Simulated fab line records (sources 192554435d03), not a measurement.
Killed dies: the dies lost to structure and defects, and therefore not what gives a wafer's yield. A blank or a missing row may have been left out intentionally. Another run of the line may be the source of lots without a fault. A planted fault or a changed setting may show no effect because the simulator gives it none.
Check for tools in common / flow n5_finfet / 9 lots and 27 wafers in the sample

WHY IT WAS OPENED
At N5_SDB_OVL_MEAS_12 the reading SDB_OVL is flagged on 2 of 9 lots. Fault-free wafers read 0.2 nm, with a standard deviation of 0.66.
Rule: a lot gets a flag if all its wafers with a number sit over 4 standard deviations from that mean, or if no wafer of it has a number. As for the other lots, they are considered sound.

lot=L500; measured=day 4 08:45; on=overlay-01; SDB_OVL (nm), wafer by wafer=1.2 1.2 0.2; flag=
lot=L504; measured=day 5 09:45; on=overlay-02; SDB_OVL (nm), wafer by wafer=7.5 8.7 7.6; flag=FLAGGED
lot=L505; measured=day 5 12:13; on=overlay-01; SDB_OVL (nm), wafer by wafer=7.8 7.8 7.7; flag=FLAGGED
lot=L511; measured=day 7 01:04; on=overlay-02; SDB_OVL (nm), wafer by wafer=-0.2 0.1 0.6; flag=
lot=L512; measured=day 7 08:08; on=overlay-01; SDB_OVL (nm), wafer by wafer=-0.9 -0.7 0.0; flag=
lot=L514; measured=day 7 19:23; on=overlay-02; SDB_OVL (nm), wafer by wafer=0.3 0.3 0.2; flag=
lot=L516; measured=day 8 05:57; on=overlay-02; SDB_OVL (nm), wafer by wafer=0.3 0.8 -0.3; flag=
lot=L519; measured=day 8 22:56; on=overlay-01; SDB_OVL (nm), wafer by wafer=1.1 1.4 1.0; flag=
lot=L520; measured=day 9 08:53; on=overlay-01; SDB_OVL (nm), wafer by wafer=0.6 0.1 -0.1; flag=
Average over the flagged lots: 7.8 nm; offset from the usual +7.6 nm, equal to +12 standard deviations.

EACH LOT AND THE TOOL IT RAN ON
The record holds 2 process steps before the reading, out of a route of 1938 steps. Each cell gives the tool, then ch followed by the chambers the sampled wafers passed through, then the start.
lot=L500; flag=; N5_SD_EPI_P_ETCH_36=rie_diel-03 ch 1,3, day 3 21:17; N5_SDB_EXPOSE_08=arfi_scanner-01 ch 0, day 4 08:36
lot=L504; flag=FLAGGED; N5_SD_EPI_P_ETCH_36=rie_diel-02 ch 1,3, day 4 18:56; N5_SDB_EXPOSE_08=arfi_scanner-01 ch 0, day 5 09:37
lot=L505; flag=FLAGGED; N5_SD_EPI_P_ETCH_36=rie_diel-02 ch 1,2, day 5 00:21; N5_SDB_EXPOSE_08=arfi_scanner-01 ch 0, day 5 12:04
lot=L511; flag=; N5_SD_EPI_P_ETCH_36=rie_diel-03 ch 0,2,3, day 6 13:25; N5_SDB_EXPOSE_08=arfi_scanner-03 ch 0, day 7 00:55
lot=L512; flag=; N5_SD_EPI_P_ETCH_36=rie_diel-01 ch 2,3, day 6 20:10; N5_SDB_EXPOSE_08=arfi_scanner-03 ch 0, day 7 07:59
lot=L514; flag=; N5_SD_EPI_P_ETCH_36=rie_diel-02 ch 0,2,3, day 7 07:11; N5_SDB_EXPOSE_08=arfi_scanner-03 ch 0, day 7 19:13
lot=L516; flag=; N5_SD_EPI_P_ETCH_36=rie_diel-02 ch 1,2, day 7 18:41; N5_SDB_EXPOSE_08=arfi_scanner-02 ch 0, day 8 05:49
lot=L519; flag=; N5_SD_EPI_P_ETCH_36=rie_diel-03 ch 1,2,3, day 8 10:56; N5_SDB_EXPOSE_08=arfi_scanner-03 ch 0, day 8 22:47
lot=L520; flag=; N5_SD_EPI_P_ETCH_36=rie_diel-01 ch 2,3, day 8 21:31; N5_SDB_EXPOSE_08=arfi_scanner-03 ch 0, day 9 08:44
What the steps here do:
- N5_SD_EPI_P_ETCH_36: etches SiARC in CF4, target depth 45.5 nm, time 75.8 s.
- N5_SDB_EXPOSE_08: exposes mask SDB.
- N5_SDB_OVL_MEAS_12

FLAGGED OVER TOTAL, TOOL BY TOOL (the gauges that took the reading come last)
step=N5_SD_EPI_P_ETCH_36; tool=rie_diel-01; lots run=2; flagged=0; share of the flagged lots=none; sound lots run after its first flagged lot=-
step=N5_SD_EPI_P_ETCH_36; tool=rie_diel-02; lots run=4; flagged=2; share of the flagged lots=all; sound lots run after its first flagged lot=2 (L514,L516)
step=N5_SD_EPI_P_ETCH_36; tool=rie_diel-03; lots run=3; flagged=0; share of the flagged lots=none; sound lots run after its first flagged lot=-
step=N5_SDB_EXPOSE_08; tool=arfi_scanner-01; lots run=3; flagged=2; share of the flagged lots=all; sound lots run after its first flagged lot=0
step=N5_SDB_EXPOSE_08; tool=arfi_scanner-02; lots run=1; flagged=0; share of the flagged lots=none; sound lots run after its first flagged lot=-
step=N5_SDB_EXPOSE_08; tool=arfi_scanner-03; lots run=5; flagged=0; share of the flagged lots=none; sound lots run after its first flagged lot=-
step=N5_SDB_OVL_MEAS_12; tool=overlay-01; lots run=5; flagged=1; share of the flagged lots=some; sound lots run after its first flagged lot=3 (L512,L519,L520)
step=N5_SDB_OVL_MEAS_12; tool=overlay-02; lots run=4; flagged=1; share of the flagged lots=some; sound lots run after its first flagged lot=3 (L511,L514,L516)

WHAT IS ALLOWED BY THE TABLE
Every flagged lot went through 2 rows of the table: rie_diel-02 at N5_SD_EPI_P_ETCH_36 and arfi_scanner-01 at N5_SDB_EXPOSE_08.
- rie_diel-02 at N5_SD_EPI_P_ETCH_36 ran 4 lots, 2 of them flagged. After the first flagged lot (L514, L516), sound lots still ran on it; a lasting fault on the whole tool would not permit that.
- arfi_scanner-01 at N5_SDB_EXPOSE_08 ran 3 lots, 2 of them flagged. Last sound lot L500 at day 4 08:36, first flagged lot L504 at day 5 09:37; a fault beginning in between fits.
One tool is left: arfi_scanner-01 at N5_SDB_EXPOSE_08.

WHAT THE SIMULATOR HAD PUT IN
Scanner matching overlay: arfi_scanner-01, from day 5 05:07 on, at N5_SDB_EXPOSE_08. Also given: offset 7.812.
Struck lots among those shown: L504, L505. The rule above reached the same finding.
